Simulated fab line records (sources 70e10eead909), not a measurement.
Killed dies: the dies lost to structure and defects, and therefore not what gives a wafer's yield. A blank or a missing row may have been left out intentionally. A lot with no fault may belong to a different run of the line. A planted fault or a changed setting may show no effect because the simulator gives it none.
Matching of chambers / flow nand-harc / NHARC_P_GATE_DESCUM_31 on rie-diel-12 has 4 sister chambers
The step chemistry O2, time 3 s. 8 wafers are shown with their chamber, then 8 later ones without.

## WAFERS PAIRED WITH THEIR CHAMBERS
wafer=L078.1; chamber=0; drypump-motor-current-A (A)=5.0; oes-product-au (a.u.)=1.013
wafer=L078.3; chamber=2; drypump-motor-current-A (A)=5.8; oes-product-au (a.u.)=0.999
wafer=L078.5; chamber=0; drypump-motor-current-A (A)=5.0; oes-product-au (a.u.)=1.012
wafer=L078.6; chamber=1; drypump-motor-current-A (A)=5.6; oes-product-au (a.u.)=1.007
wafer=L079.1; chamber=1; drypump-motor-current-A (A)=5.6; oes-product-au (a.u.)=1.016
wafer=L079.2; chamber=3; drypump-motor-current-A (A)=4.6; oes-product-au (a.u.)=1.015
wafer=L079.3; chamber=2; drypump-motor-current-A (A)=5.8; oes-product-au (a.u.)=0.995
wafer=L081.3; chamber=3; drypump-motor-current-A (A)=4.7; oes-product-au (a.u.)=1.018

## WAFERS WITH NO CHAMBER GIVEN
wafer=L081.5; drypump-motor-current-A (A)=4.7; oes-product-au (a.u.)=1.010
wafer=L081.6; drypump-motor-current-A (A)=5.6; oes-product-au (a.u.)=1.008
wafer=L083.2; drypump-motor-current-A (A)=4.6; oes-product-au (a.u.)=1.020
wafer=L083.3; drypump-motor-current-A (A)=5.6; oes-product-au (a.u.)=1.025
wafer=L083.6; drypump-motor-current-A (A)=4.7; oes-product-au (a.u.)=1.024
wafer=L085.3; drypump-motor-current-A (A)=4.6; oes-product-au (a.u.)=1.018
wafer=L085.4; drypump-motor-current-A (A)=5.7; oes-product-au (a.u.)=1.016
wafer=L085.5; drypump-motor-current-A (A)=5.0; oes-product-au (a.u.)=1.012

## WHICH CHAMBER EACH WENT THROUGH
wafer=L081.5; from the rows above=3; in truth=3
wafer=L081.6; from the rows above=1; in truth=1
wafer=L083.2; from the rows above=3; in truth=3
wafer=L083.3; from the rows above=1; in truth=1
wafer=L083.6; from the rows above=3; in truth=3
wafer=L085.3; from the rows above=3; in truth=3
wafer=L085.4; from the rows above=1; in truth=1
wafer=L085.5; from the rows above=0; in truth=0
Correct placement for 8 of the 8. Can't be placed from these rows: 0. Number placed wrongly: 0.
How it was worked out, from the rows above alone: a wafer's distance from a chamber is the root of the sum, over the readings, of the square of ((its reading less the chamber's mean) divided by the reading's scatter). The wafer belongs to the nearest chamber; if the next one is less than 2 further off, it can't be placed. For every chamber, the mean is computed from those of its wafers that are shown. The scatter is the square root of a quotient: the sum, over the shown wafers, of each reading's squared deviation from its chamber's mean, divided by wafers minus chambers.
